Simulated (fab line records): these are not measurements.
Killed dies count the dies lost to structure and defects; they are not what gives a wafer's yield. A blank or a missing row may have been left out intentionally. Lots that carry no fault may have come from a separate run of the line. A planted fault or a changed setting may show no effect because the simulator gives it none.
Matching of chambers + flow n5 finfet + N5_BEOL_M8_ETCH_65 on rie diel-01: 4 sister chambers
The step etches SiARC in CF4, target depth 15.6 nm, time 26 s. 8 wafers are shown with their chamber, then 7 later ones without.

## WAFERS PAIRED WITH THEIR CHAMBERS
| wafer  | chamber | etch rf on time s (s) | showerhead plenum p Torr (Torr) |
|--------|---------|-----------------------|---------------------------------|
| L076.3 | 3       | 26.0                  | 2.08                            |
| L088.2 | 1       | 25.3                  | 2.12                            |
| L088.3 | 3       | 26.3                  | 2.07                            |
| L088.4 | 2       | 25.5                  | 2.09                            |
| L088.5 | 1       | 25.3                  | 2.11                            |
| L088.6 | 0       | 24.7                  | 2.29                            |
| L094.1 | 2       | 25.4                  | 2.09                            |
| L094.2 | 0       | 24.6                  | 2.29                            |

## WAFERS WITHOUT THEIR CHAMBER
| wafer  | etch rf on time s (s) | showerhead plenum p Torr (Torr) |
|--------|-----------------------|---------------------------------|
| L094.6 | 26.4                  | 2.07                            |
| L091.1 | 24.8                  | 2.29                            |
| L091.4 | 25.6                  | 2.09                            |
| L091.5 | 25.6                  | 2.11                            |
| L095.1 | 26.4                  | 2.06                            |
| L095.5 | 25.4                  | 2.09                            |
| L095.6 | 26.2                  | 2.06                            |

## EACH ONE'S CHAMBER
| wafer  | from the rows above     | in truth |
|--------|-------------------------|----------|
| L094.6 | 3                       | 3        |
| L091.1 | 0                       | 0        |
| L091.4 | 2                       | 2        |
| L091.5 | can't be placed: 1 or 2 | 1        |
| L095.1 | 3                       | 3        |
| L095.5 | 2                       | 2        |
| L095.6 | 3                       | 3        |
6 of 7 placed correctly. Not placeable from these rows: 1 (in 1, the candidates include the true chamber). Wrongly placed: 0.
How it was worked out, from the rows above alone: a wafer's distance from a chamber is the root of the sum, over the readings, of the square of ((its reading less the chamber's mean) divided by the reading's scatter). If the next closest chamber is less than 2 further off than the closest, the wafer can't be placed; otherwise it belongs to the closest. For every chamber, the mean is computed from those of its wafers that are shown. The scatter: the root of (the sum of the squares of (reading less its chamber's mean) over the shown wafers, divided by (wafers less chambers)).
